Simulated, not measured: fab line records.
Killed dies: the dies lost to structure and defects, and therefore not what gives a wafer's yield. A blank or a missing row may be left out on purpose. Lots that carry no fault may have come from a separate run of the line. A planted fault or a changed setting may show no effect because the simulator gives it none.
Which tool was responsible? -- flow n5Finfet -- 10 lots (27 wafers sampled), 1 step of a 1938-step route

== WHAT THE GAUGES SHOWED, per wafer ==
N5_BEOL_M1_INSPECT_59: inspects for defects (darkfield).
lot,measured,on,rawDefectCount
L674,day 7 18:31,defectInspect-01,93 61 72
L678,day 8 03:41,defectInspect-02,73 80 65
L683,day 9 21:38,defectInspect-02,66 63 36
L685,day 10 05:46,defectInspect-02,84 86 63
L687,day 10 07:30,defectInspect-02,70 40 76
L688,day 10 12:07,defectInspect-02,81 112 68
L689,day 10 17:41,defectInspect-02,144 123
L692,day 11 06:47,defectInspect-01,57 37
L696,day 12 14:26,defectInspect-01,44 49 49
L695,day 12 21:56,defectInspect-02,85 102

== WHICH TOOL RAN EACH LOT (tool, then ch and the chambers of the sampled wafers, then the start) ==
Before these readings, the record contains no process step.

== THE ANSWER, worked out from the rows above alone ==
Rule: the lots themselves supply what counts as usual. Put in order of their means at a reading, lots are off if they are a third of the lots or fewer, leave a main group of 4 or more, and stand apart from it by a gap of 3 or more times the standard deviation of the main group's means; of several such gaps the widest counts. The tables above print the reading to a certain number of digits; a main group whose means all agree to those digits is not used. A lot without any number at a reading at which 4 lots or more have one is off too. All remaining lots with rows at the step are treated as sound.
Across all readings shown, no lot is off: no conclusion can be drawn from this.

== WHAT THE SIMULATOR HAD PUT IN ==
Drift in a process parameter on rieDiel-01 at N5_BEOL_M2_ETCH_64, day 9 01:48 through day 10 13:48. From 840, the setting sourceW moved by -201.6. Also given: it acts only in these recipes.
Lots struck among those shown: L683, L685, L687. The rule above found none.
